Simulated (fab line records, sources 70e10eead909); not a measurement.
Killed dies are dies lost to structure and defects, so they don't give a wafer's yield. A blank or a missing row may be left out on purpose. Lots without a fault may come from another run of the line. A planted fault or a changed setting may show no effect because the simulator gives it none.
fab line records | flow nand_harc
record lots=24 wafers=72 last_day=34
route steps=1302 shown P_CONTACT@241 P_M2@330
lots that met no fault: from a run of the same line without faults
start_h: hours from the record's first day to the start of the lot's first wafer shown | wait_h: hours since the lot's step before | " the same as in the row above | L1.1+2: a row that stands for several wafers | - no value, or no start given | * or withheld: withheld | < > ~ a bound
route shown NAME@n: a module of which the file shows steps, and the number in the route of the first | usual: mean/standard deviation of fault-free wafers | same: alike in all rows | chamber/n: place in a boat | sites: the reading at each site | _std_site: their standard deviation | _edge_site: outer sites' mean less inner sites' | radius_mm: how far each site lies from the wafer's centre | mask NAME#n: copy n | behind: the tool/chamber that last shaped the wafer | hold: why the lot was held/for how many hours/how that ended | device: the transistor (n, p or np) that didn't switch | end of line: the same wafers' tests at the end of the route | a step without rows: its recipe alone | killed: dies lost to structure and defects at the first sort, not the wafer's yield | map: a wafer's dies, x killed, . not, _ none there
set.NAME: the setting as run; set.NAME@STEP: as run at that earlier step | model.NAME: the simulator's own value behind a step, which no gauge read
steps of the route over a sample of lots; a table a step, a row a wafer
services: from which hour (start_h, from the record's first day; less than 0 if before it) a tool's chamber was out of use, for how many hours, and why
## steps
# step NHARC_P_CONTACT_CD_MEAS_19
# usual cd_nm=89.7/1.9
# columns lot.wafer tool chamber start_h wait_h cd_nm
L074.2 cd_sem-01 - 118.43 - 86.9
L074.4 " - " " 86.6
L074.5 " - " " 90.5
L075.2 cd_sem-02 - 130.91 - 88.7
L075.4 " - " " 87.2
L075.5 " - " " 85.9
L076.1 cd_sem-01 - 139.47 - 89.0
L076.2 " - " " 88.5
L076.6 " - " " 90.2
L077.1 cd_sem-01 - 150.97 - 88.4
L077.4 " - " " 87.4
L077.6 " - " " 86.7
L078.1 cd_sem-03 - 151.74 - 93.1
L078.3 " - " " 91.6
L078.5 " - " " 89.8
L079.4 cd_sem-03 - 166.35 - 87.2
L079.5 " - " " 88.3
L079.6 " - " " 85.9
L080.2 cd_sem-02 - 181.45 - 88.2
L080.4 " - " " 88.5
L080.5 " - " " 87.6
L081.2 cd_sem-01 - 187.56 - 90.3
L081.4 " - " " 92.3
L081.5 " - " " 90.4
L082.1 cd_sem-03 - 200.48 - 89.7
L082.3 " - " " 90.5
L082.4 " - " " 89.8
L083.2 cd_sem-02 - 212.64 - 85.6
L083.3 " - " " 89.7
L083.4 " - " " 87.1
L084.3 cd_sem-03 - 220.97 - 91.3
L084.4 " - " " 90.9
L084.5 " - " " 90.9
L085.1 cd_sem-03 - 225.68 - 93.7
L085.2 " - " " 91.0
L085.6 " - " " 91.3
L086.3 cd_sem-03 - 239.54 - 87.8
L086.5 " - " " 88.3
L086.6 " - " " 88.7
L087.2 cd_sem-01 - 244.00 - 85.6
L087.4 " - " " 88.6
L087.6 " - " " 88.9
L088.2 cd_sem-02 - 259.15 - 91.1
L088.3 " - " " 90.8
L088.4 " - " " 90.7
L089.3 cd_sem-02 - 266.07 - 87.9
L089.4 " - " " 90.7
L089.6 " - " " 91.9
L090.4 cd_sem-01 - 280.29 - 91.3
L090.5 " - " " 91.9
L090.6 " - " " 90.2
L091.1 cd_sem-03 - 292.34 - 89.0
L091.3 " - " " 89.7
L091.5 " - " " 89.4
L092.1 cd_sem-01 - 293.26 - 90.2
L092.4 " - " " 91.6
L092.5 " - " " 92.1
L093.2 cd_sem-03 - 307.37 - 91.1
L093.4 " - " " 91.1
L093.5 " - " " 91.4
L094.2 cd_sem-01 - 323.97 - 88.5
L094.4 " - " " 91.9
L094.5 " - " " 90.0
L095.4 cd_sem-03 - 326.76 - 90.2
L095.5 " - " " 90.8
L095.6 " - " " 90.4
L096.2 cd_sem-03 - 337.25 - 88.0
L096.4 " - " " 90.3
L096.5 " - " " 91.2
L097.1 cd_sem-01 - 349.76 - 89.0
L097.2 " - " " 92.1
L097.5 " - " " 90.2
# step NHARC_P_CONTACT_STRIP_28
# recipe o2_flow_sccm=500 ar_flow_sccm=0 bias_w=0 chemistry=O2
# usual drypump_motor_current_A=5.6/0.46 oes_product_au=1.000/0.0097 rf_vpp_V=57.8/0.88 showerhead_plenum_p_Torr=3.50/0.11 throttle_valve_pct=17.036/0.0094
# columns lot.wafer tool chamber start_h wait_h drypump_motor_current_A oes_product_au rf_hours_counter_h rf_vpp_V showerhead_plenum_p_Torr throttle_valve_pct
L074.4 rie_diel-11 3 118.51 0.1 6.0 0.994 0.4 58.1 3.42 17.013
L074.2 " 1 " " 6.4 0.999 0.5 58.3 3.73 17.024
L074.5 " 2 " " 5.1 1.001 - 58.2 3.51 17.033
L075.4 rie_diel-11 0 131.00 0.1 5.4 1.028 0.5 59.0 3.42 17.029
L075.2 " 2 " " 5.0 1.006 0.7 58.1 3.51 17.028
L075.5 " 3 " " 6.0 0.999 - 58.8 3.42 17.031
L076.2 rie_diel-06 0 139.56 0.1 4.7 0.994 0.0 58.5 3.43 17.035
L076.1 " 1 " " 5.7 1.000 0.0 57.3 3.38 17.043
L076.6 " 0 " " 4.7 1.003 - 57.8 3.43 17.037
L077.1 rie_diel-08 1 151.06 0.1 5.7 0.993 4.0 56.8 3.53 17.039
L077.4 " 2 " " 5.2 0.989 3.8 57.2 3.34 17.057
L077.6 " 1 " " 5.7 0.997 - 56.3 3.53 17.024
L078.3 rie_diel-11 2 151.83 0.1 5.1 0.998 1.5 57.4 3.51 17.029
L078.1 " 0 " " 5.5 1.014 1.2 58.7 3.42 17.020
L078.5 " 1 " " 6.4 0.998 - 58.3 3.73 17.043
L079.4 rie_diel-08 3 166.47 0.1 6.2 0.984 4.2 57.4 3.56 17.030
L079.5 " 0 " " 5.7 1.000 - 58.0 3.65 17.040
L079.6 " 1 " " 5.6 1.004 - 58.2 3.53 17.039
L080.2 rie_diel-11 1 181.52 0.1 6.4 1.012 2.2 58.8 3.73 17.050
L080.4 " 2 " " 5.0 1.000 2.3 58.0 3.51 17.041
L080.5 " 2 " " 5.0 1.008 - 57.9 3.51 17.044
L081.2 rie_diel-06 1 187.64 0.1 5.8 0.990 3.0 56.5 3.38 17.034
L081.4 " 3 " " 6.2 0.994 3.2 58.5 3.48 17.032
L081.5 " 0 " " 4.7 0.990 - 58.8 3.42 17.045
L082.1 rie_diel-08 0 200.55 0.1 5.7 0.999 0.0 59.0 3.65 17.039
L082.4 " 1 " " 5.6 1.002 0.0 57.8 3.53 17.046
L082.3 " 2 " " 5.1 1.013 0.0 57.9 3.34 17.065
L083.4 rie_diel-08 1 212.71 0.1 5.6 1.009 0.2 56.9 3.53 17.036
L083.2 " 3 " " 6.2 0.988 0.2 57.5 3.56 17.027
L083.3 " 0 " " 5.7 0.997 0.2 58.1 3.65 17.042
L084.3 rie_diel-06 3 221.03 0.1 6.1 0.987 5.6 57.7 3.48 17.045
L084.4 " 2 " " 5.5 1.019 5.4 57.4 3.39 17.033
L084.5 " 0 " " 4.7 0.999 - 58.5 3.42 17.042
L085.2 rie_diel-08 2 225.75 0.1 5.1 1.022 0.3 58.4 3.34 17.024
L085.1 " 3 " " 6.2 0.999 0.4 58.5 3.56 17.038
L085.6 " 2 " " 5.2 1.019 - 57.1 3.34 17.037
L086.3 rie_diel-08 1 239.61 0.1 5.7 0.999 0.6 59.3 3.53 17.031
L086.5 " 1 " " 5.7 0.999 - 57.0 3.53 17.050
L086.6 " 2 " " 5.1 1.007 - 59.8 3.34 17.020
L087.4 rie_diel-11 2 244.07 0.1 5.1 0.999 3.7 58.7 3.51 17.050
L087.2 " 3 " " 6.0 0.994 3.7 58.9 3.42 17.010
L087.6 " 3 " " 6.0 1.008 - 57.9 3.42 17.042
L088.3 rie_diel-08 1 259.24 0.1 5.6 1.005 1.6 59.4 3.53 17.053
L088.2 " 2 " " 5.2 1.017 1.6 56.6 3.34 17.042
L088.4 " 3 " " 6.2 0.993 1.3 58.8 3.56 17.025
L089.3 rie_diel-11 0 266.15 0.1 5.4 0.993 0.3 58.1 3.42 17.036
L089.4 " 2 " " 5.1 0.992 0.3 58.4 3.51 17.032
L089.6 " 3 " " 6.0 1.011 - 57.9 3.42 17.035
L090.4 rie_diel-11 3 280.36 0.1 6.0 1.001 0.4 57.2 3.42 17.048
L090.6 " 3 " " 6.0 0.998 - 56.8 3.42 17.029
L090.5 " 0 " " 5.5 0.996 - 55.6 3.42 17.043
L091.1 rie_diel-08 2 292.42 0.1 5.2 1.000 2.5 57.1 3.34 17.042
L091.3 " 3 " " 6.1 0.998 2.1 57.3 3.56 17.041
L091.5 " 2 " " 5.1 1.006 - 57.0 3.34 17.050
L092.1 rie_diel-08 3 293.36 0.1 6.2 0.992 2.1 59.0 3.56 17.032
L092.4 " 1 " " 5.6 1.001 2.4 58.4 3.53 17.035
L092.5 " 3 " " 6.1 0.993 - 58.8 3.56 17.039
L093.2 rie_diel-08 3 307.48 0.1 6.2 1.007 2.3 57.8 3.56 17.023
L093.4 " 0 " " 5.7 0.999 2.2 59.4 3.65 17.031
L093.5 " 2 " " 5.1 1.002 - 57.7 3.34 17.045
L094.4 rie_diel-11 2 324.06 0.1 5.1 0.998 1.4 58.2 3.51 17.024
L094.2 " 3 " " 6.0 1.013 1.4 57.3 3.42 17.032
L094.5 " 1 " " 6.4 0.996 - 59.0 3.73 17.042
L095.4 rie_diel-11 2 326.87 0.1 5.0 1.006 1.5 56.5 3.51 17.051
L095.5 " 3 " " 6.0 1.003 - 57.5 3.42 17.040
L095.6 " 0 " " 5.4 0.997 - 57.0 3.42 17.050
L096.2 rie_diel-06 1 337.32 0.1 5.8 0.998 1.7 56.2 3.38 17.040
L096.4 " 2 " " 5.5 1.016 1.7 57.7 3.39 17.042
L096.5 " 2 " " 5.5 0.998 - 56.2 3.39 17.015
L097.1 rie_diel-11 0 349.87 0.1 5.5 1.007 2.1 57.6 3.41 17.034
L097.2 " 1 " " 6.4 0.988 2.0 58.6 3.73 17.043
L097.5 " 3 " " 6.0 0.992 - 56.8 3.41 17.041
# step NHARC_P_CONTACT_DEGAS_38
# recipe temp_c=300 time_s=60
# usual heater_power_w=463/23
# columns lot.wafer tool chamber start_h wait_h heater_power_w
L074.4 pvd_sputter-02 - 119.14 - 463
L074.2 " - " " 442
L074.5 " - " " 450
L075.4 pvd_sputter-02 - 131.68 - 474
L075.2 " - " " 468
L075.5 " - " " 480
L076.2 pvd_sputter-02 - 140.18 - 449
L076.1 " - " " 473
L076.6 " - " " 474
L077.1 pvd_sputter-02 - 151.69 - 463
L077.4 " - " " 451
L077.6 " - " " 433
L078.1 pvd_sputter-01 - 152.47 - 477
L078.3 " - " " 448
L078.5 " - " " 479
L079.4 pvd_sputter-03 - 167.08 - 441
L079.5 " - " " 441
L079.6 " - " " 459
L080.4 pvd_sputter-03 - 182.18 - 458
L080.2 " - " " 519
L080.5 " - " " 433
L081.2 pvd_sputter-01 - 188.27 - 476
L081.4 " - " " 485
L081.5 " - " " 438
L082.3 pvd_sputter-03 - 201.19 - 440
L082.4 " - " " 445
L082.1 " - " " 444
L083.3 pvd_sputter-01 - 213.35 - 464
L083.4 " - " " 479
L083.2 " - " " 440
L084.3 pvd_sputter-03 - 221.68 - 434
L084.4 " - " " 450
L084.5 " - " " 430
L085.1 pvd_sputter-03 - 226.40 - 453
L085.2 " - " " 463
L085.6 " - " " 460
L086.3 pvd_sputter-03 - 240.27 - 467
L086.6 " - " " 467
L086.5 " - " " 518
L087.2 pvd_sputter-02 - 244.72 - 440
L087.4 " - " " 458
L087.6 " - " " 457
L088.4 pvd_sputter-03 - 259.87 - 450
L088.2 " - " " 526
L088.3 " - " " 432
L089.3 pvd_sputter-02 - 266.79 - 454
L089.4 " - " " 452
L089.6 " - " " 444
L090.4 pvd_sputter-02 - 281.02 - 456
L090.5 " - " " 444
L090.6 " - " " 467
L091.1 pvd_sputter-01 - 293.05 - 463
L091.3 " - " " 439
L091.5 " - " " 447
L092.1 pvd_sputter-01 - 293.99 - 441
L092.4 " - " " 477
L092.5 " - " " 453
L093.4 pvd_sputter-02 - 308.11 - 441
L093.2 " - " " 464
L093.5 " - " " 513
L094.4 pvd_sputter-02 - 324.68 - 501
L094.2 " - " " 428
L094.5 " - " " 516
L095.4 pvd_sputter-02 - 327.46 - 455
L095.5 " - " " 449
L095.6 " - " " 429
L096.2 pvd_sputter-03 - 337.96 - 477
L096.4 " - " " 515
L096.5 " - " " 454
L097.1 pvd_sputter-02 - 350.47 - 445
L097.2 " - " " 460
L097.5 " - " " 432
# step NHARC_P_M2_INSPECT_11
# usual raw_defect_count=4.3/2.4
# columns lot.wafer tool chamber start_h wait_h raw_defect_count
L074.2 defect_inspect-02 - 129.82 0.0 3
L074.4 " - " " 2
L074.5 " - " " 1
L075.2 defect_inspect-02 - 142.43 0.0 5
L075.4 " - " " 2
L075.5 " - " " 4
L076.1 defect_inspect-02 - 150.63 0.0 0
L076.2 " - " " 5
L076.6 " - " " 1
L077.1 defect_inspect-02 - 162.44 0.0 6
L077.4 " - " " 4
L077.6 " - " " 5
L078.1 defect_inspect-01 - 163.28 0.0 4
L078.3 " - " " 10
L078.5 " - " " 4
L079.4 defect_inspect-02 - 178.22 0.0 10
L079.5 " - " " 12
L079.6 " - " " 7
L080.2 defect_inspect-02 - 192.92 0.0 2
L080.4 " - " " 5
L080.5 " - " " 3
L081.2 defect_inspect-01 - 199.06 0.0 9
L081.4 " - " " 3
L081.5 " - " " 4
L082.1 defect_inspect-01 - 211.79 0.0 4
L082.3 " - " " 6
L082.4 " - " " 4
L083.2 defect_inspect-01 - 224.40 0.0 3
L083.3 " - " " 5
L083.4 " - " " 5
L084.3 defect_inspect-01 - 232.80 0.0 6
L084.4 " - " " 4
L084.5 " - " " 6
L085.1 defect_inspect-02 - 237.43 0.0 2
L085.2 " - " " 7
L085.6 " - " " 1
L086.3 defect_inspect-01 - 251.59 0.0 2
L086.5 " - " " 4
L086.6 " - " " 2
L087.2 defect_inspect-01 - 255.29 0.0 3
L087.4 " - " " 3
L087.6 " - " " 8
L088.2 defect_inspect-02 - 270.62 0.0 3
L088.3 " - " " 7
L088.4 " - " " 5
L089.3 defect_inspect-02 - 277.55 0.0 7
L089.4 " - " " 15
L089.6 " - " " 7
L090.4 defect_inspect-01 - 292.48 0.0 3
L090.5 " - " " 3
L090.6 " - " " 3
L091.1 defect_inspect-01 - 303.91 0.0 3
L091.3 " - " " 4
L091.5 " - " " 1
L092.1 defect_inspect-01 - 304.45 0.0 2
L092.4 " - " " 0
L092.5 " - " " 2
L093.2 defect_inspect-02 - 318.74 0.0 3
L093.4 " - " " 2
L093.5 " - " " 3
L094.2 defect_inspect-02 - 335.03 0.0 5
L094.4 " - " " 6
L094.5 " - " " 5
L095.4 defect_inspect-01 - 337.91 0.0 4
L095.5 " - " " 3
L095.6 " - " " 4
L096.2 defect_inspect-02 - 349.09 0.0 3
L096.4 " - " " 7
L096.5 " - " " 6
L097.1 defect_inspect-01 - 361.20 0.0 6
L097.2 " - " " 7
L097.5 " - " " 3
# step NHARC_P_M2_CD_MEAS_16
# usual cd_nm=170.4/1
# columns lot.wafer tool chamber start_h wait_h cd_nm
L074.2 cd_sem-03 - 130.19 - 170.3
L074.4 " - " " 171.2
L074.5 " - " " 172.2
L075.2 cd_sem-01 - 142.79 - 169.9
L075.4 " - " " 170.1
L075.5 " - " " 170.0
L076.1 cd_sem-02 - 151.00 - 168.6
L076.2 " - " " 170.8
L076.6 " - " " 171.0
L077.1 cd_sem-03 - 162.81 - 170.7
L077.4 " - " " 171.6
L077.6 " - " " 171.2
L078.1 cd_sem-02 - 163.65 - 169.3
L078.3 " - " " 169.6
L078.5 " - " " 168.9
L079.4 cd_sem-01 - 178.59 - 170.3
L079.5 " - " " 169.0
L079.6 " - " " 170.8
L080.2 cd_sem-01 - 193.29 - 170.2
L080.4 " - " " 170.4
L080.5 " - " " 170.4
L081.2 cd_sem-01 - 199.43 - 170.7
L081.4 " - " " 170.2
L081.5 " - " " 171.0
L082.1 cd_sem-02 - 212.16 - 170.4
L082.3 " - " " 170.6
L082.4 " - " " 169.8
L083.2 cd_sem-01 - 224.77 - 170.6
L083.3 " - " " 169.8
L083.4 " - " " 168.6
L084.3 cd_sem-01 - 233.17 - 171.3
L084.4 " - " " 173.0
L084.5 " - " " 172.8
L085.1 cd_sem-01 - 237.79 - 169.1
L085.2 " - " " 169.2
L085.6 " - " " 169.4
L086.3 cd_sem-02 - 252.01 - 170.7
L086.5 " - " " 171.5
L086.6 " - " " 171.2
L087.2 cd_sem-02 - 255.67 - 172.2
L087.4 " - " " 171.8
L087.6 " - " " 171.6
L088.2 cd_sem-01 - 271.04 - 169.2
L088.3 " - " " 170.2
L088.4 " - " " 170.0
L089.3 cd_sem-01 - 277.92 - 170.0
L089.4 " - " " 169.4
L089.6 " - " " 170.4
L090.4 cd_sem-03 - 292.85 - 170.0
L090.5 " - " " 169.0
L090.6 " - " " 168.5
L091.1 cd_sem-03 - 304.28 - 171.2
L091.3 " - " " 170.2
L091.5 " - " " 170.9
L092.1 cd_sem-01 - 304.82 - 169.8
L092.4 " - " " 168.9
L092.5 " - " " 169.2
L093.2 cd_sem-02 - 319.11 - 171.3
L093.4 " - " " 169.7
L093.5 " - " " 171.3
L094.2 cd_sem-01 - 335.44 - 169.9
L094.4 " - " " 169.9
L094.5 " - " " 171.2
L095.4 cd_sem-01 - 338.28 - 171.3
L095.5 " - " " 172.9
L095.6 " - " " 171.1
L096.2 cd_sem-02 - 349.46 - 171.3
L096.4 " - " " 170.2
L096.5 " - " " 171.9
L097.1 cd_sem-02 - 361.57 - 170.7
L097.2 " - " " 170.3
L097.5 " - " " 169.4
# step NHARC_P_M2_STRIP_18
# recipe power_w=1000 n2_flow_sccm=150 h2_flow_sccm=150 ar_flow_sccm=0 bias_w=0 chemistry=N2/H2
# usual drypump_motor_current_A=5.7/0.44 oes_product_au=0.998/0.0097 rf_fwd_power_W=997/3 rf_vpp_V=90.8/0.98 showerhead_plenum_p_Torr=2.06/0.09 throttle_valve_pct=14.171/0.0093
# columns lot.wafer tool chamber start_h wait_h drypump_motor_current_A oes_product_au rf_fwd_power_W rf_hours_counter_h rf_vpp_V showerhead_plenum_p_Torr throttle_valve_pct
L074.2 rie_diel-01 3 130.26 0.1 6.3 0.994 998 6.7 90.2 2.10 14.189
L074.4 " 1 " " 5.3 1.009 996 4.4 89.4 1.96 14.178
L074.5 " 3 " " 6.2 0.993 996 - 92.8 2.10 14.163
L075.2 rie_diel-09 2 142.92 0.1 6.4 1.010 997 10.4 90.9 1.93 14.168
L075.4 " 3 " " 5.6 1.006 1001 10.2 91.2 2.06 14.155
L075.5 " 1 " " 6.0 1.011 996 - 90.2 2.02 14.170
L076.1 rie_diel-01 2 151.08 0.1 6.0 1.007 998 9.0 92.2 2.15 14.184
L076.2 " 0 " " 5.2 1.011 1004 8.2 90.2 1.99 14.176
L076.6 " 3 " " 6.2 0.998 994 - 89.7 2.10 14.173
L077.1 rie_diel-09 3 162.88 0.1 5.6 0.985 996 0.4 92.5 2.06 14.161
L077.4 " 0 " " 5.6 0.991 999 0.5 90.8 2.20 14.180
L077.6 " 3 " " 5.6 0.993 992 - 91.3 2.06 14.155
L078.3 rie_diel-12 0 163.72 0.1 4.8 1.012 999 3.0 90.4 1.91 14.181
L078.1 " 2 " " 5.8 1.004 1001 3.0 91.3 2.11 14.166
L078.5 " 1 " " 5.4 1.000 995 - 91.1 2.07 14.180
L079.4 rie_diel-12 0 178.68 0.1 4.8 1.008 997 3.6 90.2 1.91 14.178
L079.5 " 3 " " 6.0 0.993 998 - 89.8 2.19 14.176
L079.6 " 0 " " 4.8 1.001 998 - 89.3 1.91 14.175
L080.2 rie_diel-09 2 193.39 0.1 6.4 0.978 999 1.4 90.2 1.93 14.173
L080.4 " 3 " " 5.6 0.987 994 1.4 92.0 2.06 14.157
L080.5 " 1 " " 6.0 1.004 995 - 91.0 2.02 14.170
L081.2 rie_diel-09 1 199.55 0.1 6.0 1.015 1000 2.5 91.4 2.02 14.168
L081.4 " 2 " " 6.4 0.992 992 1.5 89.4 1.93 14.175
L081.5 " 3 " " 5.6 0.981 995 - 92.9 2.06 14.173
L082.3 rie_diel-12 1 212.23 0.1 5.4 0.997 995 4.9 89.7 2.07 14.166
L082.4 " 2 " " 5.9 1.000 995 4.6 91.9 2.11 14.174
L082.1 " 0 " " 4.8 0.998 998 5.0 90.6 1.91 14.190
L083.3 rie_diel-12 1 224.84 0.1 5.4 1.016 992 5.8 91.3 2.07 14.156
L083.2 " 3 " " 6.1 1.000 998 6.0 91.2 2.18 14.159
L083.4 " 3 " " 6.1 1.002 995 - 90.2 2.18 14.159
L084.3 rie_diel-01 2 233.24 0.1 6.0 0.991 1000 1.2 90.6 2.15 14.182
L084.4 " 1 " " 5.3 0.995 992 1.9 90.9 1.96 14.175
L084.5 " 2 " " 6.0 0.991 1001 - 92.8 2.15 14.176
L085.2 rie_diel-01 1 237.89 0.1 5.3 1.008 997 2.1 89.4 1.96 14.173
L085.1 " 3 " " 6.3 1.001 994 1.3 90.2 2.10 14.169
L085.6 " 1 " " 5.3 1.004 997 - 89.3 1.96 14.156
L086.3 rie_diel-09 0 252.10 0.1 5.6 0.988 1000 5.8 89.1 2.20 14.167
L086.5 " 3 " " 5.6 0.989 1001 - 91.5 2.06 14.166
L086.6 " 0 " " 5.6 0.984 998 - 92.4 2.20 14.192
L087.4 rie_diel-12 3 255.74 0.1 6.1 0.988 1002 7.6 90.8 2.18 14.172
L087.2 " 0 " " 4.8 1.007 997 7.6 90.5 1.91 14.170
L087.6 " 0 " " 4.8 1.009 997 - 88.6 1.91 14.174
L088.3 rie_diel-01 0 271.14 0.1 5.2 1.004 999 3.2 91.1 1.99 14.171
L088.2 " 2 " " 6.0 0.998 994 2.8 92.1 2.15 14.174
L088.4 " 2 " " 6.0 1.003 992 - 90.7 2.14 14.161
L089.4 rie_diel-09 0 278.01 0.1 5.6 1.003 998 8.5 93.0 2.19 14.167
L089.3 " 1 " " 6.0 1.016 1004 8.5 90.4 2.02 14.166
L089.6 " 0 " " 5.6 0.992 997 - 90.9 2.19 14.178
L090.4 rie_diel-09 2 292.94 0.1 6.4 0.978 997 7.7 89.4 1.93 14.169
L090.5 " 1 " " 6.0 1.009 997 - 89.9 2.02 14.172
L090.6 " 2 " " 6.4 0.991 997 - 91.1 1.93 14.155
L091.3 rie_diel-09 1 304.40 0.1 6.0 1.002 996 9.3 91.4 2.02 14.159
L091.1 " 2 " " 6.4 0.987 998 7.8 89.0 1.93 14.161
L091.5 " 0 " " 5.6 0.982 995 - 92.7 2.19 14.172
L092.1 rie_diel-12 2 304.90 0.1 5.9 1.005 1001 0.9 90.9 2.11 14.183
L092.4 " 1 " " 5.4 1.010 1000 1.0 91.1 2.07 14.158
L092.5 " 2 " " 5.8 1.006 1000 - 91.1 2.11 14.190
L093.2 rie_diel-01 0 319.18 0.1 5.2 0.997 999 6.9 90.1 1.99 14.184
L093.4 " 3 " " 6.3 1.002 998 6.1 90.8 2.10 14.155
L093.5 " 1 " " 5.3 1.018 994 - 90.8 1.96 14.170
L094.4 rie_diel-01 0 335.54 0.1 5.2 1.008 1000 7.6 90.6 1.99 14.163
L094.2 " 2 " " 6.0 0.983 1000 6.7 90.7 2.14 14.161
L094.5 " 0 " " 5.2 1.005 998 - 90.4 1.99 14.177
L095.4 rie_diel-01 3 338.40 0.1 6.3 0.988 990 6.9 90.3 2.10 14.150
L095.5 " 1 " " 5.3 1.001 998 - 90.0 1.96 14.176
L095.6 " 2 " " 6.0 0.995 994 - 90.6 2.14 14.162
L096.4 rie_diel-09 2 349.53 0.1 6.4 0.982 1000 3.5 88.7 1.93 14.174
L096.2 " 0 " " 5.6 0.992 994 3.0 92.1 2.19 14.174
L096.5 " 3 " " 5.5 0.984 993 - 91.9 2.06 14.188
L097.2 rie_diel-01 3 361.65 0.1 6.2 0.990 994 7.8 90.5 2.10 14.194
L097.1 " 2 " " 6.0 0.995 992 7.8 91.8 2.14 14.174
L097.5 " 3 " " 6.2 0.989 996 - 90.1 2.10 14.168
## services
# columns tool chamber start_h hours kind
rie_diel-01 1 96.31 14.8 repair
rie_diel-09 2 97.91 3.2 repair
pvd_sputter-02 - 104.00 10.0 pm
rie_diel-09 - 143.10 9.0 pm
rie_diel-09 - 156.95 0.8 repair
rie_diel-08 2 159.74 2.6 repair
rie_diel-01 3 181.54 1.6 repair
rie_diel-08 - 190.80 9.0 pm
rie_diel-01 - 197.64 0.4 repair
pvd_sputter-02 - 201.16 1.2 repair
rie_diel-08 0 201.51 2.6 repair
rie_diel-01 - 203.84 9.0 pm
rie_diel-11 3 206.38 4.1 repair
rie_diel-09 1 208.63 1.5 repair
rie_diel-11 1 229.85 1.9 repair
rie_diel-08 - 232.65 0.6 repair
rie_diel-01 1 241.90 36.7 repair
pvd_sputter-02 - 248.49 2.7 repair
rie_diel-11 2 255.20 2.8 repair
rie_diel-11 - 255.56 9.0 pm
pvd_sputter-02 - 282.00 10.0 pm
rie_diel-11 1 301.62 5.6 repair
rie_diel-08 2 322.81 4.4 repair
pvd_sputter-02 - 329.88 9.7 repair
## key
fault none
